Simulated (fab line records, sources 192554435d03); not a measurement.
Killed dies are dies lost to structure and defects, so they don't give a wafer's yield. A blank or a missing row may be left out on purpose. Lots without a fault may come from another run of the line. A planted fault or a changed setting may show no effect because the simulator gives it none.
Chamber matching | flow n5_finfet | N5_BEOL_M8_ETCH_61 on rie_diel-02: 4 sister chambers
The step etches SiARC in CF4, target depth 45.5 nm, time 75.8 s. 14 wafers are shown with their chamber, then 7 later ones without.

WAFERS WITH THEIR CHAMBER
wafer  | chamber | showerhead_plenum_p_Torr (Torr) | drypump_motor_current_A (A) | throttle_valve_pct (%)
L082.1 | 0       | 2.17                            | 5.8                         | 15.35
L082.4 | 2       | 2.23                            | 5.7                         | 15.44
L082.6 | 3       | 2.07                            | 4.7                         | 15.76
L086.1 | 1       | 2.16                            | 5.6                         | 15.44
L086.3 | 3       | 2.06                            | 4.7                         | 15.76
L086.4 | 1       | 2.16                            | 5.6                         | 15.44
L087.3 | 3       | 2.06                            | 4.8                         | 15.78
L087.4 | 1       | 2.16                            | 5.6                         | 15.44
L087.6 | 0       | 2.17                            | 5.8                         | 15.37
L092.1 | 3       | 2.06                            | 4.8                         | 15.79
L092.3 | 0       | 2.17                            | 5.8                         | 15.39
L092.6 | 1       | 2.16                            | 5.5                         | 15.47
L094.1 | 0       | 2.17                            | 5.8                         | 15.41
L094.2 | 1       | 2.16                            | 5.6                         | 15.47

SIGNATURES (means of the wafers above)
reading                  | chamber 0 | chamber 1 | chamber 2 | chamber 3 | scatter within a chamber
showerhead_plenum_p_Torr | 2.1700    | 2.1600    | 2.2300    | 2.0625    | 0.00274
drypump_motor_current_A  | 5.800     | 5.580     | 5.700     | 4.750     | 0.0424
throttle_valve_pct       | 15.3800   | 15.4520   | 15.4400   | 15.7725   | 0.0194
Rule: a wafer's distance from a chamber is the root of the sum, over the readings, of the square of ((its reading less the chamber's mean) divided by the reading's scatter). The wafer belongs to the nearest chamber; if the next one is less than 2 further off, it can't be placed. The scatter: the root of (the sum of the squares of (reading less its chamber's mean) over the shown wafers, divided by (wafers less chambers)).

WAFERS WITHOUT THEIR CHAMBER
wafer  | showerhead_plenum_p_Torr (Torr) | drypump_motor_current_A (A) | throttle_valve_pct (%)
L094.6 | 2.16                            | 5.6                         | 15.47
L093.2 | 2.16                            | 5.8                         | 15.42
L093.4 | 2.06                            | 4.7                         | 15.81
L093.6 | 2.16                            | 5.6                         | 15.48
L095.1 | 2.16                            | 5.6                         | 15.48
L095.5 | 2.16                            | 5.8                         | 15.43
L095.6 | 2.16                            | 5.6                         | 15.47

WHICH CHAMBER EACH WENT THROUGH
wafer  | from the rows above     | in truth
L094.6 | 1                       | 1
L093.2 | can't be placed: 0 or 1 | 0
L093.4 | 3                       | 3
L093.6 | 1                       | 1
L095.1 | 1                       | 1
L095.5 | can't be placed: 0 or 1 | 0
L095.6 | 1                       | 1
Placed correctly: 5 of 7. Can't be placed from these rows: 2 (the true chamber is among the candidates in 2). Placed wrongly: 0.
